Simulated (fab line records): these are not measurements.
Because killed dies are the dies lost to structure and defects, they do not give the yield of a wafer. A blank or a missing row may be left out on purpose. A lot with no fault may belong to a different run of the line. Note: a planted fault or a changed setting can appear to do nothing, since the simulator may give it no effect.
fab line records / flow n5-finfet
record: lots: 4 wafers: 12 last-day: 17
route steps=1938 shown BEOL_M8@1393 BEOL_M9@1401 PASSIVATION@1936
lots with no fault: from the same line, run without faults
start-h: start of the lot's first displayed wafer, in hours after the record's first day / wait-h: hours since the lot's step before / " same as the row above / L1.1+2: a row that stands for several wafers / - value missing, or start not given / * or withheld: withheld / < > ~ a bound
route shown NAME@n: NAME is a module with steps in the file, n the number in the route of the first one / usual: average and standard deviation across the fault-free wafers / same: alike in all rows / chamber/n: place in a boat / sites: each site's reading / _std_site: the values' standard deviation / _edge_site: outer sites' mean less inner sites' / radius-mm: how far each site lies from the wafer's centre / mask NAME#n: copy n / behind: the most recent tool/chamber to have shaped the wafer / hold: what put the lot on hold/how long, in hours/how the hold closed / device: names the non-switching transistor (n, p or np) / end of line: the route-end tests of the same wafers / a step with no rows: only its recipe / killed: the dies lost at the first sort to structure and to defects; this is not the yield of the wafer / map: the dies of a wafer, with x for killed, . for not killed, _ for no die there
set.NAME: the setting as run; set.NAME@STEP: as run at that earlier step / model.NAME: the simulator's own value behind a step, which no gauge read
lots at selected steps of the route; one table per step, one row per wafer
== steps ==
step: N5_BEOL_M8_ECD_50
recipe: material: Cu target-thk-a: 3000
step: N5_BEOL_M8_ANNEAL_51
recipe: temp-c: 225 time-s: 90 ambient: N2
step: N5_BEOL_M8_CMP_52
recipe: stop-on: SiCOH_lowk t-overpolish-s: 6.9 down-force-psi: 1 platen-rpm: 50 clearing-platen-down-force-psi: 1.5 clearing-platen-rpm: 50 post-cmp-clean: cu-alkaline target-thk-nm: 80 clearing-platen-pad-velocity-m-s: 0.99484 pad-velocity-m-s: 0.99484
step: N5_BEOL_M8_PRE_CLEAN_55
recipe: gas: NH3 time-s: 15 temp-c: withheld rf-power-w: 300
step: N5_BEOL_M8_DEP_56
recipe: material: SiCN target-thk-a: 100 temp-c: withheld precursor: 3MS/NH3 pressure-torr: 3 rf-w: 202 time-s: 17.5
step: N5_BEOL_M9_ILD_DEP_00
recipe: material: SiCOH_lowk target-thk-a: 3085.1 temp-c: 300 precursor: DEMS/porogen pressure-torr: 5 rf-w: 500 time-s: 58
step: N5_BEOL_M9_CURE_71
recipe: temp-c: 385 time-s: 240 ambient: He/Ar material: SiCOH_lowk
step: N5_BEOL_M9_PECVD_70
recipe: material: SiO2 target-thk-a: 200 temp-c: 400 precursor: TEOS/O2 pressure-torr: 5.5 rf-w: 450 teos-flow-sccm: 53.8 gas: O2 flow-sccm: 3000 time-s: 22.7
step: N5_BEOL_M9_HM_DEP_02
recipe: material: TiN target-thk-a: 200 temp-c: 25 chamber-pressure-pa: 0.49996
usual: throttle-valve-pct: 29.9/0.81
lot.wafer=L659.1 tool=pvd-sputter-02 chamber=- start-h=238.97 wait-h=2.2 throttle-valve-pct=31.1
lot.wafer=L659.2 tool=pvd-sputter-02 chamber=- start-h=238.97 wait-h=2.2 throttle-valve-pct=29.5
lot.wafer=L659.5 tool=pvd-sputter-02 chamber=- start-h=238.97 wait-h=2.2 throttle-valve-pct=28.4
lot.wafer=L661.1 tool=pvd-sputter-02 chamber=- start-h=246.53 wait-h=1.7 throttle-valve-pct=30.2
lot.wafer=L661.5 tool=pvd-sputter-02 chamber=- start-h=246.53 wait-h=1.7 throttle-valve-pct=29.5
lot.wafer=L661.6 tool=pvd-sputter-02 chamber=- start-h=246.53 wait-h=1.7 throttle-valve-pct=30.2
lot.wafer=L665.2 tool=pvd-sputter-02 chamber=- start-h=275.24 wait-h=0.5 throttle-valve-pct=31.3
lot.wafer=L665.4 tool=pvd-sputter-02 chamber=- start-h=275.24 wait-h=0.5 throttle-valve-pct=29.3
lot.wafer=L665.6 tool=pvd-sputter-02 chamber=- start-h=275.24 wait-h=0.5 throttle-valve-pct=30.0
lot.wafer=L676.2 tool=pvd-sputter-01 chamber=- start-h=349.12 wait-h=0.7 throttle-valve-pct=29.8
lot.wafer=L676.3 tool=pvd-sputter-01 chamber=- start-h=349.12 wait-h=0.7 throttle-valve-pct=30.7
lot.wafer=L676.6 tool=pvd-sputter-01 chamber=- start-h=349.12 wait-h=0.7 throttle-valve-pct=31.0
step: N5_BEOL_M9_COAT_59
recipe: resist: SOC temp-c: 250 time-s: 60 spin-rpm: 1500 resist-thk-nm: 100
step: N5_BEOL_M9_COAT_60
recipe: resist: SiARC temp-c: 220 time-s: 60 spin-rpm: 1500 resist-thk-nm: 30
step: N5_BEOL_M9_COAT_05
recipe: resist: CAR-ArF spin-rpm: 1500 resist-thk-nm: 90
step: N5_BEOL_M9_EBR_07
recipe: solvent: PGMEA ebr-width-mm: 1.5
step: N5_BEOL_M9_SOFTBAKE_06
recipe: temp-c: 110 time-s: 60 resist: CAR-ArF
step: N5_BEOL_M9_EXPOSE_08
recipe: mask-id: M9 na: 1.35 source-shape: dipole sigma-inner: 0.411 sigma-outer: 0.611 polarization: te dose-mj: 53.75
step: N5_BEOL_M9_PEB_09
recipe: peb-temp-c: withheld peb-time-s: 60 resist: CAR-ArF
step: N5_BEOL_M9_DEVELOP_10
recipe: develop-time-s: 30 developer: TMAH resist: CAR-ArF rinse-liquid: diw dry: air-spin dev-temp-c: 23
step: N5_BEOL_M9_INSPECT_13
recipe: mode: adi inspect-instrument: brightfield
usual: raw-defect-count: 402/100
lot.wafer=L659.1 tool=defect-inspect-01 chamber=- start-h=239.39 wait-h=0.0 raw-defect-count=267
lot.wafer=L659.2 tool=defect-inspect-01 chamber=- start-h=239.39 wait-h=0.0 raw-defect-count=253
lot.wafer=L659.5 tool=defect-inspect-01 chamber=- start-h=239.39 wait-h=0.0 raw-defect-count=229
lot.wafer=L661.1 tool=defect-inspect-01 chamber=- start-h=247.08 wait-h=0.0 raw-defect-count=720
lot.wafer=L661.5 tool=defect-inspect-01 chamber=- start-h=247.08 wait-h=0.0 raw-defect-count=863
lot.wafer=L661.6 tool=defect-inspect-01 chamber=- start-h=247.08 wait-h=0.0 raw-defect-count=630
lot.wafer=L665.2 tool=defect-inspect-02 chamber=- start-h=275.80 wait-h=0.0 raw-defect-count=753
lot.wafer=L665.4 tool=defect-inspect-02 chamber=- start-h=275.80 wait-h=0.0 raw-defect-count=761
lot.wafer=L665.6 tool=defect-inspect-02 chamber=- start-h=275.80 wait-h=0.0 raw-defect-count=687
lot.wafer=L676.2 tool=defect-inspect-01 chamber=- start-h=349.67 wait-h=0.0 raw-defect-count=286
lot.wafer=L676.3 tool=defect-inspect-01 chamber=- start-h=349.67 wait-h=0.0 raw-defect-count=341
lot.wafer=L676.6 tool=defect-inspect-01 chamber=- start-h=349.67 wait-h=0.0 raw-defect-count=269
step: N5_BEOL_M9_DESCUM_16
recipe: chemistry: O2 time-s: 7.9 source-power-w: 50 bias-power-w: 20 pressure-mtorr: 20 rf-frequency-hz: 2.712e+07 temp-c: 40 resist: CAR-ArF o2-flow-sccm: 225
step: N5_BEOL_M9_ETCH_61
recipe: chemistry: CF4 target: SiARC target-depth-a: 390 mask-material: CAR-ArF time-s: 65 ion-energy-ev: 80 pressure-mtorr: 40 source-w: 545 bias-w: 36 Ar_flow_sccm: 100 cf4-flow-sccm: 100 ends: cleared
step: N5_BEOL_M9_ETCH_62
recipe: chemistry: N2/H2 target: SOC target-depth-a: 1100 overetch-a: 220 mask-material: SiARC temp-c: 40 time-s: 165 ion-energy-ev: 200 pressure-mtorr: 30 source-w: 840 bias-w: 150 n2-flow-sccm: 200 h2-flow-sccm: 200
step: N5_BEOL_M9_STRIP_68
recipe: chemistry: N2/H2 temp-c: 40 n2-flow-sccm: 200 h2-flow-sccm: 200 rf-frequency-hz: 6e+07
step: N5_BEOL_M9_STRIP_67
recipe: chemistry: CF4 resist: SiARC power-w: 300 bias-power-w: 75 pressure-mtorr: 50 cf4-flow-sccm: 150 rf-frequency-hz: 6e+07
step: N5_BEOL_M9_HM_OPEN_17
recipe: chemistry: Cl2/BCl3 target-depth-a: 200 overetch-a: 60 target: TiN mask-material: SOC ion-energy-ev: 150 pressure-mtorr: 10 icp-w: 1000 bias-w: 126 Cl2_flow_sccm: 53.25 bcl3-flow-sccm: 21.75 Ar_flow_sccm: 25
step: N5_BEOL_M9_STRIP_19
recipe: chemistry: O2 power-w: 400 temp-c: 40 pressure-mtorr: 30 rf-frequency-hz: 6e+07 bias-power-w: 0 overash-fraction: 0.2 o2-flow-sccm: 225
step: N5_BEOL_M9_COAT_63
recipe: resist: SOC temp-c: 250 time-s: 60 spin-rpm: 1500 resist-thk-nm: 60
step: N5_BEOL_M9_COAT_64
recipe: resist: SiARC temp-c: 220 time-s: 60 spin-rpm: 1500 resist-thk-nm: 12
step: N5_BEOL_M9_COAT_75
recipe: resist: underlayer temp-c: 205 time-s: 60 spin-rpm: 1500 resist-thk-nm: 5
step: N5_BEOL_M9_COAT_22
recipe: resist: CAR-EUV spin-rpm: 1500 resist-thk-nm: 30
step: N5_BEOL_M9_EBR_24
recipe: solvent: PGMEA ebr-width-mm: 1.5
step: N5_BEOL_M9_SOFTBAKE_23
recipe: temp-c: 110 time-s: 60 resist: CAR-EUV
step: N5_BEOL_M9_EXPOSE_25
recipe: mask-id: V8 na: 0.33 source-shape: annular sigma-inner: 0.4 sigma-outer: 0.8 polarization: unpolarized dose-mj: 37.25
step: N5_BEOL_M9_PEB_26
recipe: peb-temp-c: 100 peb-time-s: 60 resist: CAR-EUV
step: N5_BEOL_M9_DEVELOP_27
recipe: develop-time-s: 30 developer: TMAH resist: CAR-EUV rinse-liquid: surfactant-rinse dry: air-spin dev-temp-c: 23
step: N5_BEOL_M9_INSPECT_30
recipe: mode: adi inspect-instrument: brightfield
usual: raw-defect-count: 402/100
lot.wafer=L659.1 tool=defect-inspect-02 chamber=- start-h=240.27 wait-h=0.1 raw-defect-count=283
lot.wafer=L659.2 tool=defect-inspect-02 chamber=- start-h=240.27 wait-h=0.1 raw-defect-count=263
lot.wafer=L659.5 tool=defect-inspect-02 chamber=- start-h=240.27 wait-h=0.1 raw-defect-count=233
lot.wafer=L661.1 tool=defect-inspect-02 chamber=- start-h=250.16 wait-h=0.1 raw-defect-count=734
lot.wafer=L661.5 tool=defect-inspect-02 chamber=- start-h=250.16 wait-h=0.1 raw-defect-count=881
lot.wafer=L661.6 tool=defect-inspect-02 chamber=- start-h=250.16 wait-h=0.1 raw-defect-count=655
lot.wafer=L665.2 tool=defect-inspect-02 chamber=- start-h=279.07 wait-h=0.0 raw-defect-count=734
lot.wafer=L665.4 tool=defect-inspect-02 chamber=- start-h=279.07 wait-h=0.0 raw-defect-count=747
lot.wafer=L665.6 tool=defect-inspect-02 chamber=- start-h=279.07 wait-h=0.0 raw-defect-count=727
lot.wafer=L676.2 tool=defect-inspect-01 chamber=- start-h=351.37 wait-h=0.0 raw-defect-count=307
lot.wafer=L676.3 tool=defect-inspect-01 chamber=- start-h=351.37 wait-h=0.0 raw-defect-count=345
lot.wafer=L676.6 tool=defect-inspect-01 chamber=- start-h=351.37 wait-h=0.0 raw-defect-count=285
step: N5_PASSIVATION_PROBE_49
usual: defect-limited-yield: 91.5/1.3 killed_at_M0_to_M3: 33/11 killed_at_M4_up: 14/5.3 killed-at-contacts: 11/6.3 killed-at-front-end: 38/10 killed-at-other: 3.7/2.8 killed-dies: 101/16 killed-open: 67/12 killed-short: 32/7.4 sort_bin_5_function: 5.0/0.86 sort_bin_6_memory: 3.2/0.69 sort-n-pass: 1079/16 sort-yield-pct: 91.5/1.3
same: gross-dies: 1180 killed-at-back-side: 0 sort_bin_4_leakage[%]: 0 sort_bin_8_speed[%]: 0
lot.wafer=L661.1 tool=prober-02 chamber=- start-h=306.15 wait-h=0.0 defect-limited-yield[%]=84.2 killed_at_M0_to_M3=11 killed_at_M4_up=131 killed-at-contacts=7 killed-at-front-end=36 killed-at-other=2 killed-dies=187 killed-open=55 killed-short=26 sort_bin_5_function[%]=10.8 sort_bin_6_memory[%]=3.8 sort-n-pass=993 sort-yield-pct[%]=84.2
lot.wafer=L661.5 tool=prober-02 chamber=- start-h=306.35 wait-h=0.2 defect-limited-yield[%]=85.0 killed_at_M0_to_M3=34 killed_at_M4_up=81 killed-at-contacts=15 killed-at-front-end=46 killed-at-other=1 killed-dies=177 killed-open=78 killed-short=37 sort_bin_5_function[%]=9.2 sort_bin_6_memory[%]=4.2 sort-n-pass=1003 sort-yield-pct[%]=85.0
lot.wafer=L661.6 tool=prober-02 chamber=- start-h=306.40 wait-h=0.3 defect-limited-yield[%]=81.7 killed_at_M0_to_M3=21 killed_at_M4_up=128 killed-at-contacts=8 killed-at-front-end=59 killed-at-other=0 killed-dies=216 killed-open=72 killed-short=36 sort_bin_5_function[%]=11.7 sort_bin_6_memory[%]=5.1 sort-n-pass=964 sort-yield-pct[%]=81.7
lot.wafer=L665.2 tool=prober-02 chamber=- start-h=338.64 wait-h=0.1 defect-limited-yield[%]=83.8 killed_at_M0_to_M3=17 killed_at_M4_up=103 killed-at-contacts=15 killed-at-front-end=53 killed-at-other=3 killed-dies=191 killed-open=55 killed-short=40 sort_bin_5_function[%]=9.7 sort_bin_6_memory[%]=4.7 sort-n-pass=989 sort-yield-pct[%]=83.8
lot.wafer=L665.4 tool=prober-02 chamber=- start-h=338.74 wait-h=0.2 defect-limited-yield[%]=88.6 killed_at_M0_to_M3=17 killed_at_M4_up=74 killed-at-contacts=8 killed-at-front-end=34 killed-at-other=2 killed-dies=135 killed-open=57 killed-short=16 sort_bin_5_function[%]=7.0 sort_bin_6_memory[%]=3.1 sort-n-pass=1045 sort-yield-pct[%]=88.6
lot.wafer=L665.6 tool=prober-02 chamber=- start-h=338.84 wait-h=0.3 defect-limited-yield[%]=83.1 killed_at_M0_to_M3=18 killed_at_M4_up=117 killed-at-contacts=14 killed-at-front-end=43 killed-at-other=8 killed-dies=200 killed-open=66 killed-short=24 sort_bin_5_function[%]=10.8 sort_bin_6_memory[%]=4.1 sort-n-pass=980 sort-yield-pct[%]=83.1
killed by level:class
L661.1 BEOL_M9:unspecified=105 BEOL_M4:geometric-particle:open=16 FIN_SAQP:geometric-particle:short=8 MOL_CONTACT_COAG:geometric-particle:open=7 DUMMY_GATE:geometric-particle:open=6 FIN_SAQP:geometric-particle:open=5 BEOL_M2:geometric-particle:open=4 BEOL_M4:geometric-particle:short=3
L661.5 BEOL_M9:unspecified=60 MOL_CONTACT_COAG:geometric-particle:open=13 GATE_CUT:geometric-particle:short=9 FIN_SAQP:geometric-particle:open=8 BEOL_M2:geometric-particle:open=8 FIN_SAQP:geometric-particle:short=7 BEOL_M5:geometric-particle:open=7 DUMMY_GATE:geometric-particle:open=7
L661.6 BEOL_M9:unspecified=105 FIN_SAQP:geometric-particle:open=18 BEOL_M4:geometric-particle:open=15 FIN_SAQP:geometric-particle:short=11 GATE_CUT:geometric-particle:short=8 BEOL_M3:geometric-particle:open=6 STI_FIN_REVEAL:geometric-particle:open=6 MOL_CONTACT_COAG:geometric-particle:open=6
L665.2 BEOL_M9:unspecified=92 FIN_SAQP:geometric-particle:short=13 STI_FIN_REVEAL:geometric-particle:open=13 MOL_CONTACT_COAG:geometric-particle:open=11 FIN_SAQP:geometric-particle:open=9 BEOL_M4:geometric-particle:short=5 BEOL_M2:geometric-particle:open=4 STI_FIN_REVEAL:geometric-particle:short=4
L665.4 BEOL_M9:unspecified=60 STI_FIN_REVEAL:geometric-particle:open=8 MOL_CONTACT_COAG:geometric-particle:open=7 BEOL_M4:geometric-particle:open=7 BEOL_M1:geometric-particle:open=6 GATE_CUT:geometric-particle:open=6 FIN_SAQP:geometric-particle:open=5 BEOL_M3:geometric-particle:open=5
L665.6 BEOL_M9:unspecified=109 FIN_SAQP:geometric-particle:open=13 STI_FIN_REVEAL:geometric-particle:open=13 MOL_CONTACT_COAG:geometric-particle:open=10 BEOL_M0_SAQP:geometric-particle:open=5 BEOL_M1:geometric-particle:open=5 MIM_TOP_ETCH:geometric-particle:short=5 FIN_SAQP:geometric-particle:short=4
map L661.6 (x killed, . not)
_________________............________________
______________......x......x...._____________
___________.x.............x......xx__________
__________.......xx................._________
________..x..........x..........x....._______
_______.xx...xx......................x.______
______.......xx...............x.....x..._____
_____.....x..............x....x........x.____
____.........x........x....x............x.___
___x.....x.....x....x..................x...__
___.......x..........x................x....__
__.x...........x................x........x.._
__...x............x.......................x._
_..x........x................................
_..x...............x.....xx.x........x...x...
_..............x..x.x..............x..xx.....
_...x.....x.x.......xx...xx.x................
_.............x..xxxxxxxx.x.........x........
_.........x...xxxxx.xxxxxx.......xx...x......
_..........xx.x.xxxxxxxxxxxx........x.......x
_............xxx.xxxxxxxxxxxx.....x..........
__...........x..xxxxxxxxxxx................x_
__.x.....x.x...xxxxxxxxxxxx........x........_
___..........x..x.xxxxxxx.x................__
___.............xxxxxxxxxx.x..........x....__
____.....x....x..x.xxxxx...x.....x...x....___
_____...........x...xxx..x..x....x...x...____
______..........x...x.........x...x....._____
_______x.....x...x..............x.....x______
________..x........x.....xx..x.x.x...._______
__________................x......x.._________
___________........................__________
______________............xx...._____________
_________________...........x________________
map L665.6 (x killed, . not)
_________________....x.......________________
______________............x....._____________
___________....x...........x.......__________
__________.........................._________
________......x...................x..._______
_______...x..........xx.....x....x....x______
______.x................................_____
_____....................................____
____x............x..............x.........___
___.......xx..............................x__
___....xx.......x..........x...............__
__................x........................._
__.....xxx...x.............................._
_...x......x...x...x..x......x........xx.....
_...x............x.x...............x.........
_....x...............x.xx........x...........
_...x........x..x.x.x..xx.x...x..............
_............x..x.x.xxxx.xx...........x......
_...............x.xxxxxxxxx........x......x..
_...........x..xxxxxxxxxx..x.x...............
_...............xxxxxxxxxxxx..............x..
__.............xxxxxxxxxxxxx.x...x.xx......._
__...........xx.xxxxxxxxxx.x..........x....._
___..x.....x.x..xxxxxxxxxxx..x.............__
___x..x..x....x.xxxxxxxxxx.................__
____.....xx.....x.xxx.x...x..xx...........___
_____....x.........xxx...................____
______......x......x..x.xx.........x.x.._____
_______.....x....xx..x.......xx........______
________......x.x.......x..xxx......x._______
__________.x........................_________
___________.....x..................__________
______________.....x..x........._____________
_________________............________________
== key ==
first-sign: step: N5_BEOL_M9_INSPECT_13 reading: raw-defect-count direction: up sigmas: 3.3 usual: 402 struck: 736
effect: step: N5_BEOL_M9_INSPECT_30 reading: raw-defect-count direction: up sigmas: 3.4 usual: 402 struck: 746
effect: step: N5_PASSIVATION_PROBE_49 reading: killed_at_M4_up direction: up sigmas: 17 usual: 14 struck: 106
more-kills-born-at: N5_BEOL_M9_HM_DEP_02@pvd-sputter-02: 531
met-at N5_BEOL_M9_HM_DEP_02
struck-wafers L661.1,L661.5,L661.6,L665.2,L665.4,L665.6
onset-between 238.97 246.53
fault: kind: chamber-particle-source tool: pvd-sputter-02 chamber: - onset-h: 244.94 steps: N5_BEOL_M9_HM_DEP_02 rate-per-visit-cm2: 0.4941 end-h: 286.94
